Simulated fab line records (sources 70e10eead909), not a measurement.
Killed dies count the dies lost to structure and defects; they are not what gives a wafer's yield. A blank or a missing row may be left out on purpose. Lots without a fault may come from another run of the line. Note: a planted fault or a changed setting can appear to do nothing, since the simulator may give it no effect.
Which tool did it? | flow nand_harc | Sampling: 14 lots, 42 wafers, 6 of 1302 route steps

## WHAT EACH GAUGE READ, for each wafer
NHARC_A_M0_CD_MEAS_09: target cd 80 nm. Usual: cd_nm at 79.9 nm, with a standard deviation of 0.55.
lot  | measured     | on        | cd_nm (nm)     | flag
L360 | day 23 03:47 | cd_sem-02 | 79.7 79.7 79.7 |
L363 | day 24 05:23 | cd_sem-01 | 80.0 80.1 79.8 |
L362 | day 24 06:13 | cd_sem-02 | 80.7 80.7 80.8 |
L364 | day 24 23:16 | cd_sem-02 | 80.0 79.5 79.9 |
L365 | day 25 04:51 | cd_sem-03 | 79.4 79.5 79.1 |
L366 | day 25 09:04 | cd_sem-02 | 79.2 80.0 80.5 |
L368 | day 26 01:57 | cd_sem-03 | 79.2 79.6 79.1 |
L367 | day 26 04:04 | cd_sem-01 | 79.5 79.7 80.0 |
L370 | day 26 23:50 | cd_sem-02 | 80.0 80.2 80.2 |
L371 | day 27 14:52 | cd_sem-02 | 80.7 80.2 80.2 |
L376 | day 29 23:04 | cd_sem-01 | 80.4 80.7 80.8 |
L380 | day 31 11:16 | cd_sem-02 | 79.4 68.4 79.1 | OFF
L379 | day 31 20:38 | cd_sem-01 | 79.8 79.6 68.8 | OFF
L382 | day 32 00:07 | cd_sem-03 | 79.1 79.1 78.9 |

NHARC_A_M0_INSPECT_11. Usual: raw_defect_count at 86, with a standard deviation of 38.
lot  | measured     | on                | raw_defect_count | flag
L360 | day 23 03:55 | defect_inspect-02 | 85 85 80         |
L363 | day 24 05:30 | defect_inspect-02 | 75 71 63         |
L362 | day 24 06:20 | defect_inspect-02 | 89 103 97        |
L364 | day 24 23:23 | defect_inspect-01 | 115 110 110      |
L365 | day 25 04:58 | defect_inspect-01 | 25 27 34         |
L366 | day 25 09:11 | defect_inspect-02 | 151 167 169      |
L368 | day 26 02:04 | defect_inspect-01 | 27 36 38         |
L367 | day 26 04:11 | defect_inspect-02 | 163 164 185      |
L370 | day 26 23:57 | defect_inspect-01 | 44 45 45         |
L371 | day 27 14:59 | defect_inspect-01 | 107 106 100      |
L376 | day 29 23:11 | defect_inspect-01 | 66 64 69         |
L380 | day 31 11:23 | defect_inspect-01 | 85 66 73         |
L379 | day 31 20:46 | defect_inspect-02 | 83 92 107        |
L382 | day 32 00:14 | defect_inspect-01 | 30 45 43         |

NHARC_A_M0_CD_MEAS_16. Usual: cd_nm at 79.9 nm, with a standard deviation of 0.6.
lot  | measured     | on        | cd_nm (nm)     | flag
L360 | day 23 04:16 | cd_sem-02 | 79.8 79.7 79.7 |
L363 | day 24 05:52 | cd_sem-01 | 80.6 80.5 80.7 |
L362 | day 24 06:42 | cd_sem-02 | 80.0 80.7 80.5 |
L364 | day 24 23:45 | cd_sem-02 | 80.2 80.1 80.5 |
L365 | day 25 05:20 | cd_sem-02 | 78.6 79.4 79.4 |
L366 | day 25 09:44 | cd_sem-01 | 79.5 80.2 79.6 |
L368 | day 26 02:26 | cd_sem-02 | 80.1 79.9 79.8 |
L367 | day 26 04:33 | cd_sem-01 | 79.0 80.1 79.8 |
L370 | day 27 00:19 | cd_sem-02 | 80.3 79.0 80.0 |
L371 | day 27 15:21 | cd_sem-03 | 80.0 80.2 80.2 |
L376 | day 29 23:33 | cd_sem-01 | 81.0 80.7 79.8 |
L380 | day 31 11:45 | cd_sem-02 | 79.9 67.9 79.6 | OFF
L379 | day 31 21:08 | cd_sem-03 | 79.7 79.3 68.1 | OFF
L382 | day 32 00:36 | cd_sem-01 | 79.6 78.6 78.6 |

## TOOL THAT RAN EACH LOT (tool first, then ch and the chambers of the sampled wafers, then the start)
lot  | NHARC_A_BLC_ETCH_17                           | NHARC_A_BLC_DEGAS_30         | NHARC_A_M0_EXPOSE_06
L360 | rie_diel-03 ch 0,2,3, day 23 01:35 or earlier | pvd_sputter-01, day 23 01:35 | arfi_scanner-01 ch 0, day 23 03:39
L363 | rie_diel-10 ch 0,1,3, day 24 02:55 or earlier | pvd_sputter-03, day 24 02:55 | arfi_scanner-02 ch 0, day 24 05:14
L362 | rie_diel-10 ch 0,1,3, day 24 03:56 or earlier | pvd_sputter-03, day 24 03:56 | arfi_scanner-01 ch 0, day 24 06:05
L364 | rie_diel-03 ch 0,2,3, day 24 20:59 or earlier | pvd_sputter-03, day 24 20:59 | arfi_scanner-02 ch 0, day 24 23:08
L365 | rie_diel-10 ch 1,2, day 25 02:35 or earlier   | pvd_sputter-03, day 25 02:35 | arfi_scanner-03 ch 0, day 25 04:43
L366 | rie_diel-10 ch 1,2,3, day 25 06:46 or earlier | pvd_sputter-03, day 25 06:46 | arfi_scanner-02 ch 0, day 25 08:55
L368 | rie_diel-03 ch 0,3, day 25 23:41 or earlier   | pvd_sputter-02, day 25 23:41 | arfi_scanner-01 ch 0, day 26 01:49
L367 | rie_diel-03 ch 1,2,3, day 26 01:55 or earlier | pvd_sputter-03, day 26 01:55 | arfi_scanner-01 ch 0, day 26 03:55
L370 | rie_diel-03 ch 0,2, day 26 21:41 or earlier   | pvd_sputter-02, day 26 21:41 | arfi_scanner-01 ch 0, day 26 23:41
L371 | rie_diel-10 ch 0,1,2, day 27 12:35 or earlier | pvd_sputter-01, day 27 12:35 | arfi_scanner-03 ch 0, day 27 14:44
L376 | rie_diel-03 ch 1,2,3, day 29 20:46 or earlier | pvd_sputter-01, day 29 20:46 | arfi_scanner-02 ch 0, day 29 22:55
L380 | rie_diel-03 ch 0,1,2, day 31 09:07 or earlier | pvd_sputter-01, day 31 09:07 | arfi_scanner-03 ch 0, day 31 11:08
L379 | rie_diel-10 ch 0,1,3, day 31 17:43 or earlier | pvd_sputter-02, day 31 17:43 | arfi_scanner-03 ch 0, day 31 20:30
L382 | rie_diel-10 ch 0,2, day 31 21:49 or earlier   | pvd_sputter-03, day 31 21:49 | arfi_scanner-01 ch 0, day 31 23:58
- NHARC_A_BLC_ETCH_17: etches the open film in N2/H2, target depth 390 nm, time 609.38 s.
- NHARC_A_BLC_DEGAS_30: time 60 s.
- NHARC_A_M0_EXPOSE_06: exposes mask A M0, target cd 80 nm.

## AS READ BY THE TOOLS THEMSELVES (means over the sampled wafers that have a number; for cases with no such wafer, the mark the record gives instead)
NHARC_A_BLC_ETCH_17. Usual: bias_w is 150.0 W with standard deviation 0.41, chamber_pressure_mTorr is 29.998 mTorr with standard deviation 0.027, drypump_motor_current_A is 6.0 A with standard deviation 0.51, oes_product_au is 1.000 a.u. with standard deviation 0.0085, rf_vpp_V is 430.5 V with standard deviation 2.3, showerhead_plenum_p_Torr is 2.04 Torr with standard deviation 0.081, and throttle_valve_pct is 14.171 % with standard deviation 0.0096.
lot  | tool        | bias_w (W) | chamber_pressure_mTorr (mTorr) | drypump_motor_current_A (A) | oes_product_au (a.u.) | rf_vpp_V (V) | showerhead_plenum_p_Torr (Torr) | throttle_valve_pct (%) | flag
L360 | rie_diel-03 | 149.8      | 30.006                         | 5.5                         | 0.999                 | 430.6        | 2.07                            | 14.168                 |
L363 | rie_diel-10 | 150.2      | 29.982                         | 6.5                         | 1.003                 | 429.8        | 2.02                            | 14.168                 |
L362 | rie_diel-10 | 149.8      | 30.001                         | 6.5                         | 1.002                 | 430.4        | 2.02                            | 14.174                 |
L364 | rie_diel-03 | 149.9      | 30.004                         | 5.5                         | 0.995                 | 430.6        | 2.06                            | 14.179                 |
L365 | rie_diel-10 | 149.9      | 30.008                         | 6.3                         | 0.985                 | 429.4        | 1.99                            | 14.165                 |
L366 | rie_diel-10 | 150.0      | 29.995                         | 6.4                         | 0.998                 | 430.7        | 2.03                            | 14.175                 |
L368 | rie_diel-03 | 149.9      | 29.983                         | 5.1                         | 1.000                 | 429.8        | 2.01                            | 14.171                 |
L367 | rie_diel-03 | 149.9      | 29.975                         | 5.5                         | 0.995                 | 428.5        | 1.99                            | 14.169                 |
L370 | rie_diel-03 | 150.2      | 30.031                         | 5.8                         | 1.001                 | 432.3        | 2.10                            | 14.171                 |
L371 | rie_diel-10 | 149.6      | 29.974                         | 6.3                         | 1.001                 | 430.1        | 2.03                            | 14.169                 |
L376 | rie_diel-03 | 149.9      | 30.009                         | 5.6                         | 0.999                 | 429.1        | 1.99                            | 14.167                 |
L380 | rie_diel-03 | 150.2      | 30.003                         | 5.9                         | 0.995                 | 431.3        | 2.06                            | 14.175                 |
L379 | rie_diel-10 | 149.9      | 30.004                         | 6.5                         | 1.012                 | 429.5        | 2.01                            | 14.168                 |
L382 | rie_diel-10 | 150.2      | 29.971                         | 6.1                         | 1.004                 | 431.8        | 2.08                            | 14.171                 |

NHARC_A_BLC_DEGAS_30. Usual: heater_power_w at 468 W, with a standard deviation of 53.
lot  | tool           | heater_power_w (W) | flag
L360 | pvd_sputter-01 | 470                |
L363 | pvd_sputter-03 | 447                |
L362 | pvd_sputter-03 | 473                |
L364 | pvd_sputter-03 | 486                |
L365 | pvd_sputter-03 | 499                |
L366 | pvd_sputter-03 | 477                |
L368 | pvd_sputter-02 | 488                |
L367 | pvd_sputter-03 | 449                |
L370 | pvd_sputter-02 | 418                |
L371 | pvd_sputter-01 | 442                |
L376 | pvd_sputter-01 | 483                |
L380 | pvd_sputter-01 | 452                |
L379 | pvd_sputter-02 | 505                |
L382 | pvd_sputter-03 | 461                |

## THE ANSWER, worked out from the rows above alone
Rule: take the mean of a lot's wafers that have a number; if it is more than 3 standard deviations from the usual mean, the lot is off. A lot without any number at a reading at which 4 lots or more have one is off too. The other lots that the step has rows for count as sound. First the gauges in route order, then the tools' own readings, where a lot's mean is used as printed above. The first step at which some lot is off is used, and at that step the reading that is off furthest; a lot without a number counts as furthest.
Off, at NHARC_A_M0_CD_MEAS_09 on cd_nm: L380, L379.
If a tool, at a process step before that reading, ran all the lots that are off and no sound lot after the first of them, it fits. The gauges at NHARC_A_M0_CD_MEAS_09 are tried like those tools. With no start given for some of its lots, NHARC_A_BLC_ETCH_17 uses the hours and lot order of NHARC_A_BLC_DEGAS_30. One fits: NHARC_A_M0_EXPOSE_06 on arfi_scanner-03. A fault onset in the window from L371 (day 27 14:44, its last sound lot) to L380 (day 31 11:08, its first lot off) fits.

## WHAT THE SIMULATOR PUT IN
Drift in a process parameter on arfi_scanner-03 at NHARC_A_M0_EXPOSE_06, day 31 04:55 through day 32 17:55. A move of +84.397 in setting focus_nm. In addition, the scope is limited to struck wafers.
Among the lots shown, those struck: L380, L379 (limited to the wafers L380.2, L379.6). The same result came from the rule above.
